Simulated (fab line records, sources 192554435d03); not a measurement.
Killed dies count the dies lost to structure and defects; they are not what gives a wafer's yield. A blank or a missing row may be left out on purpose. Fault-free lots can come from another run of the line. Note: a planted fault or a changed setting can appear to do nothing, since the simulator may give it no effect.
fab line records	flow n5Finfet
[record] lots = 6	wafers = 18	lastDay = 20
route steps=1938 shown BEOL_M9@1463 BEOL_M10@1470 PASSIVATION@1936
lots that met no fault: from a run of the same line without faults
startH: the number of hours between the record's first day and the start of the first shown wafer of the lot	waitH: hours since the lot's step before	" the same as in the row above	L1.1+2: a row that stands for several wafers	- no value, or no start was given	* or withheld: withheld	< > ~ a bound
route shown NAME@n: names a module that has steps shown in the file, with the first one's number in the route	usual: mean/standard deviation of fault-free wafers	same: alike in all rows	chamber/n: place in a boat	sites: the reading at each site	_std_site: their standard deviation	_edge_site: the outer-site mean with the inner-site mean subtracted	radiusMm: how far each site lies from the wafer's centre	mask NAME#n: copy n	behind: tool/chamber where the wafer was last shaped	hold: reason for holding the lot/hours on hold/outcome of the hold	device: which transistor (n, p or np) failed to switch	end of line: the same wafers' tests at the end of the route	a step without rows: its recipe alone	killed: dies that structure and defects cost at the first sort, which is not the same as the wafer's yield	map: a wafer's dies, marking killed ones x, the rest . and places with no die _
set.NAME: the setting the step ran with; set.NAME@STEP: the setting that earlier step ran with	model.NAME: the simulator's own value behind a step, which no gauge read
a table for each step, a row for each wafer; lots at some steps of the route
services: from which hour (startH, from the record's first day; less than 0 if before it) a tool's chamber was out of use, for how many hours, and why
[[steps]]
[step N5_BEOL_M9_ANNEAL_51]
[recipe] tempC = 225	timeS = 90	ambient = N2
[step N5_BEOL_M9_CMP_52]
[recipe] stopOn = SiCOH_lowk	tOverpolishS = 7	downForcePsi = 1	platenRpm = 50	clearingPlatenDownForcePsi = 1.5	clearingPlatenRpm = 50	postCmpClean = cuAlkaline	targetThkNm = 140	clearingPlatenPadVelocityMS = 0.99484	padVelocityMS = 0.99484
[step N5_BEOL_M9_THK_MEAS_53]
[recipe] thkMeasGauge = xrf	reads = Cu_of_BEOL_M9_ECD_50
[usual] M9_THK = 138/3.6
lot.wafer	tool	chamber	startH	waitH	M9_THK[nm]
L686.2	filmMetro-02	-	270.69	-	138
L686.4	"	-	"	"	137
L686.5	"	-	"	"	132
L689.1	filmMetro-01	-	315.34	-	144
L689.5	"	-	"	"	134
L689.6	"	-	"	"	133
L696.3	filmMetro-01	-	333.88	-	133
L696.4	"	-	"	"	139
L696.5	"	-	"	"	139
L699.2	filmMetro-01	-	350.39	-	128
L699.3	"	-	"	"	145
L699.6	"	-	"	"	141
L698.2	filmMetro-01	-	373.25	-	143
L698.4	"	-	"	"	138
L698.6	"	-	"	"	142
L705.2	filmMetro-02	-	402.39	-	132
L705.3	"	-	"	"	134
L705.5	"	-	"	"	142
[step N5_BEOL_M9_PRE_CLEAN_55]
[recipe] gas = NH3	timeS = 15	tempC = withheld	rfPowerW = 300
[step N5_BEOL_M9_DEP_56]
[recipe] material = SiCN	targetThkA = 150	tempC = withheld	precursor = 3MS/NH3	pressureTorr = 3	rfW = 202	timeS = 26.5
[usual] rfFwdPowerW = 200.1/0.99	showerheadPlenumPTorr = 3.668/0.01	showerheadVppV = 842/42	throttleValvePct = 9.1/0.58
[same] timeS = 26.5
lot.wafer	tool	chamber	startH	waitH	rfFwdPowerW	showerheadPlenumPTorr	showerheadVppV	throttleValvePct
L686.2	pecvd-03	2	270.75	0.0	197.9	3.643	873	9.3
L686.4	"	2	"	"	198.8	3.654	838	9.1
L686.5	"	1	"	"	198.4	3.668	882	8.6
L689.1	pecvd-03	1	315.42	0.0	198.9	3.678	872	8.7
L689.5	"	2	"	"	198.4	3.641	853	9.2
L689.6	"	1	"	"	197.8	3.685	889	8.6
L696.3	pecvd-02	1	333.94	0.0	201.2	3.670	856	9.5
L696.4	"	2	"	"	200.0	3.673	839	8.3
L696.5	"	0	"	"	200.6	3.679	905	9.0
L699.2	pecvd-01	2	350.45	0.0	201.6	3.673	753	8.9
L699.3	"	0	"	"	201.6	3.663	833	9.4
L699.6	"	1	"	"	199.8	3.667	844	9.0
L698.2	pecvd-03	1	373.31	0.0	198.0	3.678	876	8.7
L698.4	"	0	"	"	199.5	3.684	857	10.6
L698.6	"	1	"	"	198.5	3.679	886	8.5
L705.2	pecvd-01	1	402.45	0.0	199.5	3.666	835	9.1
L705.3	"	0	"	"	200.4	3.657	849	9.4
L705.5	"	1	"	"	200.0	3.661	849	9.0
[step N5_BEOL_M9_RS_MEAS_57]
[recipe] thkMeasGauge = four-point-probe	reads = Cu_of_BEOL_M9_ECD_50+Co_of_BEOL_M9_CVD_78+TaN_of_BEOL_M9_ALD_74
[usual] M9_RS = 0.152/0.0043
lot.wafer	tool	chamber	startH	waitH	M9_RS[ohm/sq]
L686.2	filmMetro-01	-	270.82	0.1	0.151
L686.4	"	-	"	"	0.152
L686.5	"	-	"	"	0.159
L689.1	filmMetro-02	-	315.51	0.1	0.146
L689.5	"	-	"	"	0.158
L689.6	"	-	"	"	0.161
L696.3	filmMetro-02	-	334.01	0.1	0.160
L696.4	"	-	"	"	0.152
L696.5	"	-	"	"	0.151
L699.2	filmMetro-01	-	350.53	0.1	0.164
L699.3	"	-	"	"	0.145
L699.6	"	-	"	"	0.148
L698.2	filmMetro-02	-	373.38	0.1	0.149
L698.4	"	-	"	"	0.154
L698.6	"	-	"	"	0.149
L705.2	filmMetro-01	-	402.53	0.1	0.157
L705.3	"	-	"	"	0.156
L705.5	"	-	"	"	0.145
[step N5_BEOL_M9_INSPECT_58]
[recipe] inspectInstrument = darkfield	mode = postDep
[usual] rawDefectCount = 71/24
lot.wafer	tool	chamber	startH	waitH	rawDefectCount
L686.2	defectInspect-02	-	270.85	0.0	54
L686.4	"	-	"	"	79
L686.5	"	-	"	"	66
L689.1	defectInspect-01	-	315.54	0.0	25
L689.5	"	-	"	"	46
L689.6	"	-	"	"	55
L696.3	defectInspect-01	-	334.04	0.0	134
L696.4	"	-	"	"	86
L696.5	"	-	"	"	86
L699.2	defectInspect-02	-	350.55	0.0	73
L699.3	"	-	"	"	33
L699.6	"	-	"	"	81
L698.2	defectInspect-02	-	373.41	0.0	29
L698.4	"	-	"	"	34
L698.6	"	-	"	"	32
L705.2	defectInspect-02	-	402.55	0.0	61
L705.3	"	-	"	"	55
L705.5	"	-	"	"	52
[step N5_BEOL_M10_ILD_DEP_00]
[recipe] material = SiCOH_lowk	targetThkA = 3085.1	tempC = 300	precursor = DEMS/porogen	pressureTorr = 5	rfW = 500	timeS = 58
[usual] heaterPowerW = 331/71	rfFwdPowerW = 496.3/2.3	showerheadPlenumPTorr = 5.740/0.02	showerheadVppV = 1360/74	throttleValvePct = 14.3/1.1
[same] timeS = 58
lot.wafer	tool	chamber	startH	waitH	heaterPowerW	rfFwdPowerW	showerheadPlenumPTorr	showerheadVppV	throttleValvePct
L686.2	pecvd-04	0	270.89	0.0	329	499.4	5.765	1437	14.4
L686.4	"	0	"	"	338	497.2	5.770	1421	14.1
L686.5	"	1	"	"	287	494.4	5.751	1369	16.9
L689.1	pecvd-04	0	315.57	0.0	310	498.8	5.783	1459	14.2
L689.5	"	0	"	"	315	498.8	5.762	1441	14.0
L689.6	"	1	"	"	287	496.3	5.732	1377	17.0
L696.3	pecvd-03	2	334.13	0.1	520	494.6	5.723	1393	13.8
L696.4	"	2	"	"	510	495.2	5.727	1390	14.1
L696.5	"	2	"	"	520	496.8	5.738	1362	13.6
L699.2	pecvd-04	0	350.59	0.0	293	494.0	5.780	1463	14.1
L699.3	"	2	"	"	329	499.2	5.718	1473	13.8
L699.6	"	0	"	"	307	494.7	5.771	1427	14.0
L698.2	pecvd-01	2	373.44	0.0	335	495.0	5.746	1217	13.5
L698.4	"	2	"	"	336	496.7	5.744	1210	13.2
L698.6	"	0	"	"	306	501.3	5.730	1308	14.8
L705.2	pecvd-01	1	402.59	0.0	233	494.8	5.750	1334	13.9
L705.3	"	0	"	"	296	500.9	5.728	1307	14.5
L705.5	"	2	"	"	315	492.5	5.746	1188	13.5
[step N5_BEOL_M10_CURE_71]
[recipe] tempC = 385	timeS = 240	ambient = He/Ar	material = SiCOH_lowk
[usual] lampPowerPct = 52.32/0.055	wafer_temp_C_max = 386.9/0.69
[same] timeS = 240
lot.wafer	tool	chamber	startH	waitH	lampPowerPct	wafer_temp_C_max
L686.2	uvCure-01	1	271.05	0.1	52.32	387.2
L686.4	"	1	"	"	52.34	387.3
L686.5	"	1	"	"	52.42	387.3
L689.1	uvCure-01	1	315.65	0.0	52.32	387.9
L689.5	"	1	"	"	52.41	387.1
L689.6	"	1	"	"	52.33	387.4
L696.3	uvCure-01	0	334.43	0.3	52.33	387.6
L696.4	"	0	"	"	52.29	387.8
L696.5	"	0	"	"	52.40	387.1
L699.2	uvCure-03	1	350.75	0.1	52.24	386.5
L699.3	"	1	"	"	52.30	386.5
L699.6	"	1	"	"	52.37	387.1
L698.2	uvCure-02	2	373.60	0.1	52.28	386.6
L698.4	"	2	"	"	52.32	386.3
L698.6	"	2	"	"	52.38	386.6
L705.2	uvCure-02	0	402.75	0.1	52.38	387.9
L705.3	"	0	"	"	52.33	387.9
L705.5	"	0	"	"	52.27	386.9
[step N5_BEOL_M10_THK_MEAS_01]
[recipe] reads = SiCOH_lowk_of_BEOL_M10_ILD_DEP_00
[usual] M10_ILD_THK = 269/4.4
lot.wafer	tool	chamber	startH	waitH	M10_ILD_THK[nm]
L686.2	filmMetro-01	-	271.48	0.4	273
L686.4	"	-	"	"	273
L686.5	"	-	"	"	271
L689.1	filmMetro-02	-	316.16	0.4	274
L689.5	"	-	"	"	280
L689.6	"	-	"	"	271
L696.3	filmMetro-02	-	334.78	0.3	267
L696.4	"	-	"	"	267
L696.5	"	-	"	"	269
L699.2	filmMetro-02	-	351.18	0.4	270
L699.3	"	-	"	"	267
L699.6	"	-	"	"	274
L698.2	filmMetro-02	-	374.04	0.4	263
L698.4	"	-	"	"	265
L698.6	"	-	"	"	262
L705.2	filmMetro-02	-	403.18	0.4	271
L705.3	"	-	"	"	267
L705.5	"	-	"	"	274
[step N5_BEOL_M10_PECVD_70]
[recipe] material = SiO2	targetThkA = 200	tempC = 400	precursor = TEOS/O2	pressureTorr = 5.5	rfW = 450	teosFlowSccm = 53.8	gas = O2	flowSccm = 3000	timeS = 22.7
[usual] heaterPowerW = 776/120	rfFwdPowerW = 445.0/2.2	showerheadPlenumPTorr = 8.80/0.084	showerheadVppV = 1302/58	throttleValvePct = 23.3/2
[same] timeS = 22.7
lot.wafer	tool	chamber	startH	waitH	heaterPowerW	rfFwdPowerW	showerheadPlenumPTorr	showerheadVppV	throttleValvePct
L686.2	pecvd-04	0	271.52	0.0	792	444.8	8.91	1359	23.0
L686.4	"	2	"	"	707	447.4	8.67	1331	22.0
L686.5	"	1	"	"	765	444.5	8.81	1272	27.5
L689.1	pecvd-04	2	316.20	0.0	740	447.9	8.66	1373	22.0
L689.5	"	1	"	"	722	444.5	8.80	1281	27.3
L689.6	"	2	"	"	761	447.6	8.66	1369	22.1
L696.3	pecvd-04	2	334.82	0.0	717	447.2	8.66	1382	22.0
L696.4	"	2	"	"	696	449.7	8.65	1391	22.0
L696.5	"	0	"	"	686	445.5	8.91	1386	22.6
L699.2	pecvd-04	1	351.22	0.0	695	442.0	8.79	1299	27.4
L699.3	"	2	"	"	763	448.4	8.66	1365	22.2
L699.6	"	1	"	"	702	444.0	8.79	1267	27.7
L698.2	pecvd-01	1	374.07	0.0	583	443.4	8.78	1276	22.4
L698.4	"	1	"	"	562	444.2	8.79	1244	22.5
L698.6	"	2	"	"	784	447.2	8.82	1115	21.5
L705.2	pecvd-03	1	403.22	0.0	785	442.9	8.83	1317	21.5
L705.3	"	0	"	"	847	445.9	8.86	1277	26.2
L705.5	"	1	"	"	763	441.9	8.85	1329	21.3
[step N5_BEOL_M10_HM_DEP_02]
[recipe] material = TiN	targetThkA = 200	tempC = 25	chamberPressurePa = 0.49996
[usual] throttleValvePct = 29.7/0.85
lot.wafer	tool	chamber	startH	waitH	throttleValvePct
L686.2	pvdSputter-02	-	272.66	1.1	30.3
L686.4	"	-	"	"	28.8
L686.5	"	-	"	"	29.7
L689.1	pvdSputter-01	-	317.60	1.4	28.7
L689.5	"	-	"	"	28.6
L689.6	"	-	"	"	29.1
L696.3	pvdSputter-02	-	335.32	0.5	30.4
L696.4	"	-	"	"	29.2
L696.5	"	-	"	"	30.4
L699.2	pvdSputter-02	-	351.70	0.5	29.5
L699.3	"	-	"	"	29.6
L699.6	"	-	"	"	29.6
L698.2	pvdSputter-01	-	377.19	3.1	30.8
L698.4	"	-	"	"	30.6
L698.6	"	-	"	"	30.6
L705.2	pvdSputter-03	-	404.93	1.7	29.3
L705.3	"	-	"	"	28.4
L705.5	"	-	"	"	29.8
[step N5_BEOL_M10_COAT_59]
[recipe] resist = SOC	tempC = 250	timeS = 60	spinRpm = 1500	resistThkNm = 100
[usual] heaterPowerTotalW = 500.4/1.9	plateTempC = 250.01/0.18
[same] timeS = 60
lot.wafer	tool	chamber	startH	waitH	heaterPowerTotalW	plateTempC
L686.2	lithoTrack-01	0	272.78	0.1	502.5	249.62
L686.4	"	0	"	"	502.1	250.07
L686.5	"	0	"	"	502.8	249.94
L689.1	lithoTrack-05	0	317.73	0.1	497.9	250.17
L689.5	"	0	"	"	502.9	250.19
L689.6	"	0	"	"	498.0	250.03
L696.3	lithoTrack-03	0	335.45	0.1	499.1	249.89
L696.4	"	0	"	"	502.8	249.90
L696.5	"	0	"	"	499.9	249.79
L699.2	lithoTrack-05	0	351.82	0.1	505.8	252.37
L699.3	"	0	"	"	509.5	252.50
L699.6	"	0	"	"	505.1	252.19
L698.2	lithoTrack-05	0	377.31	0.1	506.2	252.27
L698.4	"	0	"	"	503.5	252.23
L698.6	"	0	"	"	503.7	252.29
L705.2	lithoTrack-01	0	405.06	0.1	503.1	250.02
L705.3	"	0	"	"	501.0	250.11
L705.5	"	0	"	"	502.7	250.20
[step N5_BEOL_M10_COAT_60]
[recipe] resist = SiARC	tempC = 220	timeS = 60	spinRpm = 1500	resistThkNm = 30
[step N5_PASSIVATION_PROBE_49]
[usual] defectLimitedYield = 91.2/1.5	killed_at_M0_to_M3 = 36/10	killed_at_M4_up = 14/5.2	killedAtContacts = 12/6	killedAtFrontEnd = 37/10	killedAtOther = 4/3.3	killedDies = 104/18	killedOpen = 68/14	killedShort = 34/7.4	sort_bin_4_leakage = 0.01/0.04	sort_bin_5_function = 5.2/1	sort_bin_6_memory = 3.3/0.7	sort_bin_8_speed = 0.01/0.045	sortNPass = 1076/18	sortYieldPct = 91.2/1.5
[same] grossDies = 1180	killedAtBackSide = 0
lot.wafer	tool	chamber	startH	waitH	defectLimitedYield[%]	killed_at_M0_to_M3	killed_at_M4_up	killedAtContacts	killedAtFrontEnd	killedAtOther	killedDies	killedOpen	killedShort	sort_bin_4_leakage[%]	sort_bin_5_function[%]	sort_bin_6_memory[%]	sort_bin_8_speed[%]	sortNPass	sortYieldPct[%]
L686.2	prober-02	-	331.96	0.1	91.1	48	11	15	28	3	105	63	40	0	5.3	3.2	0	1075	91.1
L686.4	prober-02	-	332.06	0.2	92.8	25	19	11	28	2	85	65	20	0	4.1	3.1	0	1095	92.8
L686.5	prober-02	-	332.11	0.2	90.2	46	16	9	42	3	116	62	52	0	5.3	3.7	0	1064	90.2
L689.1	prober-01	-	377.98	0.0	91.4	30	11	13	42	5	101	69	29	0	4.9	3.3	0	1079	91.4
L689.5	prober-01	-	378.18	0.2	88.9	44	20	10	49	8	131	81	48	0	6.2	4.3	0	1049	88.9
L689.6	prober-01	-	378.23	0.3	90.8	37	17	9	40	5	108	62	43	0	6.3	2.6	0	1072	90.8
L696.3	prober-01	-	400.61	0.1	91.6	38	11	9	40	1	99	66	32	0	5.2	2.8	0	1081	91.6
L696.4	prober-01	-	400.66	0.2	89.4	34	24	16	47	4	125	79	46	0.34	6.9	3.4	0	1051	89.1
L696.5	prober-01	-	400.71	0.2	90.7	33	15	16	46	0	110	72	36	0	5.0	3.9	0	1070	90.7
L699.2	prober-01	-	420.08	0.1	93.5	23	8	4	34	8	77	47	29	0	4.1	2.2	0.08	1103	93.5
L699.3	prober-01	-	420.13	0.1	90.1	31	25	12	39	10	117	80	36	0	5.5	4.1	0	1063	90.1
L699.6	prober-01	-	420.28	0.3	89.9	21	27	8	57	6	119	88	31	0	5.8	4.0	0	1061	89.9
L698.2	prober-01	-	470.39	0.1	91.6	29	19	7	41	3	99	60	35	0	5.1	2.9	0.17	1079	91.4
L698.4	prober-01	-	470.49	0.2	88.3	36	13	16	67	6	138	99	39	0	6.3	5.3	0	1042	88.3
L698.6	prober-01	-	470.59	0.3	90.3	35	22	16	38	4	115	81	34	0	6.1	3.4	0	1065	90.3
L705.2	prober-01	-	478.25	0.1	92.2	48	16	3	23	2	92	57	34	0	4.9	2.7	0	1088	92.2
L705.3	prober-01	-	478.30	0.1	91.7	42	9	6	29	12	98	60	37	0	4.9	3.1	0	1082	91.7
L705.5	prober-01	-	478.40	0.2	92.5	18	15	7	46	3	89	58	30	0	5.2	2.3	0	1091	92.5
// killed by level:class
L686.2 BEOL_M0_SAQP:geometricParticle:short=19 BEOL_M0_SAQP:geometricParticle:open=14 MOL_CONTACT_COAG:geometricParticle:open=11 BEOL_M2:geometricParticle:open=6 ILD0:geometricParticle:open=5 BEOL_M3:geometricParticle:open=5 FIN_SAQP:geometricParticle:short=4 MOL_CONTACT_COAG:geometricParticle:short=4
L686.4 MOL_CONTACT_COAG:geometricParticle:open=11 DUMMY_GATE:geometricParticle:open=9 BEOL_M0_SAQP:geometricParticle:open=8 BEOL_M3:geometricParticle:open=8 FIN_SAQP:geometricParticle:open=5 BEOL_M0_SAQP:geometricParticle:short=5 BEOL_M4:geometricParticle:short=5 BEOL_M4:geometricParticle:open=5
L686.5 BEOL_M0_SAQP:geometricParticle:short=19 BEOL_M0_SAQP:geometricParticle:open=14 ILD0:geometricParticle:open=10 FIN_SAQP:geometricParticle:short=9 BEOL_M4:geometricParticle:open=7 BEOL_M2:geometricParticle:open=6 MOL_CONTACT_COAG:geometricParticle:open=5 MOL_CONTACT_COAG:geometricParticle:short=4
L689.1 FIN_SAQP:geometricParticle:open=13 MOL_CONTACT_COAG:geometricParticle:open=11 BEOL_M0_SAQP:geometricParticle:open=8 FIN_SAQP:geometricParticle:short=7 STI_FIN_REVEAL:geometricParticle:open=7 BEOL_M0_SAQP:geometricParticle:short=6 BEOL_M2:geometricParticle:open=6 DUMMY_GATE:geometricParticle:open=5
L689.5 BEOL_M0_SAQP:geometricParticle:short=20 FIN_SAQP:geometricParticle:short=11 STI_FIN_REVEAL:geometricParticle:open=11 FIN_SAQP:geometricParticle:open=8 MOL_CONTACT_COAG:geometricParticle:open=8 BEOL_M4:geometricParticle:open=8 BEOL_M0_SAQP:geometricParticle:open=7 BEOL_M2:geometricParticle:open=7
L689.6 BEOL_M0_SAQP:geometricParticle:short=11 BEOL_M0_SAQP:geometricParticle:open=11 FIN_SAQP:geometricParticle:short=10 FIN_SAQP:geometricParticle:open=8 MOL_CONTACT_COAG:geometricParticle:open=8 BEOL_M3:geometricParticle:open=8 STARTING-WAFER:geometricParticle:short=8 BEOL_M4:geometricParticle:open=6
L696.3 STI_FIN_REVEAL:geometricParticle:open=15 BEOL_M0_SAQP:geometricParticle:open=14 MOL_CONTACT_COAG:geometricParticle:open=9 BEOL_M0_SAQP:geometricParticle:short=9 BEOL_M2:geometricParticle:open=6 ILD0:geometricParticle:short=5 FIN_SAQP:geometricParticle:short=4 BEOL_M1:geometricParticle:open=4
L696.4 FIN_SAQP:geometricParticle:open=16 BEOL_M0_SAQP:geometricParticle:short=12 MOL_CONTACT_COAG:geometricParticle:open=12 BEOL_M0_SAQP:geometricParticle:open=11 BEOL_M4:geometricParticle:open=11 FIN_SAQP:geometricParticle:short=7 STI_FIN_REVEAL:geometricParticle:open=6 BEOL_M1:geometricParticle:open=4
L696.5 MOL_CONTACT_COAG:geometricParticle:open=13 BEOL_M0_SAQP:geometricParticle:open=10 STI_FIN_REVEAL:geometricParticle:open=9 GATE_CUT:geometricParticle:short=8 BEOL_M0_SAQP:geometricParticle:short=7 FIN_SAQP:geometricParticle:open=6 BEOL_M1:geometricParticle:open=6 GATE_CUT:geometricParticle:open=5
L699.2 BEOL_M0_SAQP:geometricParticle:open=7 STARTING-WAFER:geometricParticle:open=6 STI_FIN_REVEAL:geometricParticle:open=5 DUMMY_GATE:geometricParticle:open=5 MOL_CONTACT_COAG:geometricParticle:open=4 BEOL_M0_SAQP:geometricParticle:short=4 MIM_TOP_ETCH:geometricParticle:short=4 FIN_SAQP:geometricParticle:short=3
L699.3 BEOL_M4:geometricParticle:open=16 STI_FIN_REVEAL:geometricParticle:open=15 BEOL_M2:geometricParticle:open=8 MOL_CONTACT_COAG:geometricParticle:open=7 BEOL_M3:geometricParticle:open=6 MOL_CONTACT_COAG:geometricParticle:short=5 BEOL_M0_SAQP:geometricParticle:open=5 STARTING-WAFER:geometricParticle:open=5
L699.6 BEOL_M4:geometricParticle:open=18 STI_FIN_REVEAL:geometricParticle:open=11 FIN_SAQP:geometricParticle:open=8 ILD0:geometricParticle:open=7 BEOL_M1:geometricParticle:open=7 FIN_SAQP:geometricParticle:short=6 MOL_CONTACT_COAG:geometricParticle:open=6 STARTING-WAFER:geometricParticle:open=5
L698.2 BEOL_M0_SAQP:geometricParticle:short=9 BEOL_M4:geometricParticle:open=7 FIN_SAQP:geometricParticle:short=6 FIN_SAQP:geometricParticle:open=6 STI_FIN_REVEAL:geometricParticle:open=6 BEOL_M0_SAQP:geometricParticle:open=6 DUMMY_GATE:geometricParticle:open=5 GATE_CUT:geometricParticle:short=5
L698.4 STI_FIN_REVEAL:geometricParticle:open=25 MOL_CONTACT_COAG:geometricParticle:open=15 FIN_SAQP:geometricParticle:open=13 FIN_SAQP:geometricParticle:short=12 BEOL_M3:geometricParticle:open=11 BEOL_M2:geometricParticle:open=6 BEOL_M0_SAQP:geometricParticle:short=5 BEOL_M4:geometricParticle:open=5
L698.6 MOL_CONTACT_COAG:geometricParticle:open=15 FIN_SAQP:geometricParticle:open=10 BEOL_M0_SAQP:geometricParticle:open=9 BEOL_M5:geometricParticle:open=8 BEOL_M0_SAQP:geometricParticle:short=6 BEOL_M1:geometricParticle:open=6 STI_FIN_REVEAL:geometricParticle:open=5 BEOL_M4:geometricParticle:open=5
L705.2 BEOL_M2:geometricParticle:open=13 BEOL_M3:geometricParticle:open=8 BEOL_M2:geometricParticle:short=7 STI_FIN_REVEAL:geometricParticle:open=6 BEOL_M0_SAQP:geometricParticle:short=6 BEOL_M4:geometricParticle:open=6 STI_FIN_REVEAL:geometricParticle:short=5 BEOL_M0_SAQP:geometricParticle:open=5
L705.3 BEOL_M0_SAQP:geometricParticle:open=10 GATE_CUT:geometricParticle:short=7 BEOL_M1:geometricParticle:open=7 MOL_CONTACT_COAG:geometricParticle:open=6 BEOL_M0_SAQP:geometricParticle:short=6 FIN_SAQP:geometricParticle:short=5 BEOL_M2:geometricParticle:open=5 MIM_TOP_ETCH:geometricParticle:open=5
L705.5 STI_FIN_REVEAL:geometricParticle:open=12 GATE_CUT:geometricParticle:open=7 BEOL_M4:geometricParticle:open=7 MOL_CONTACT_COAG:geometricParticle:open=6 BEOL_M2:geometricParticle:open=6 STI_FIN_REVEAL:geometricParticle:short=5 STARTING-WAFER:geometricParticle:short=4 FIN_SAQP:geometricParticle:short=3
[[services]]
tool	chamber	startH	hours	kind
pecvd-04	1	247.44	2.1	scheduledDown
pecvd-03	-	255.03	14.6	pm
pecvd-02	-	270.32	28.1	pm
pecvd-03	0	280.98	5.5	scheduledDown
pecvd-01	-	295.80	14.6	pm
pecvd-03	0	307.10	28.4	repair
lithoTrack-03	-	308.09	-	consumableReplace:filter
uvCure-03	-	316.49	1.0	pm
pecvd-02	1	319.53	5.5	scheduledDown
pecvd-01	1	366.46	4.7	repair
uvCure-03	-	366.47	1.9	repair
pecvd-03	1	373.44	2.1	scheduledDown
pecvd-04	1	382.92	3.5	repair
pecvd-04	1	386.68	-	clean
pecvd-04	1	386.68	-	consumableReplace:showerhead
pecvd-04	1	386.68	29.0	scheduledDown
pecvd-04	1	386.68	29.0	ventCycle
uvCure-03	-	388.72	3.4	pm
uvCure-02	-	389.42	8.5	repair
pvdSputter-01	-	393.50	73.0	repair
uvCure-03	-	399.56	0.4	repair
[[key]]
[firstSign] step = N5_BEOL_M10_COAT_59	reading = plateTempC	direction = up	sigmas = 13	usual = *	struck = *
[effect] step = N5_BEOL_M10_COAT_59	reading = heaterPowerTotalW	direction = up	sigmas = 2.7	usual = *	struck = *
metAt N5_BEOL_M10_COAT_59
struckWafers L698.2,L698.4,L698.6,L699.2,L699.3,L699.6
onsetBetween 317.73 351.82
[fault] kind = processParameterDrift	tool = lithoTrack-05	chamber = -	onsetH = 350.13	steps = N5_BEOL_M10_COAT_59	channel = tempC	offset = *	shape = step	endH = 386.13	actsIn = *	stated = *
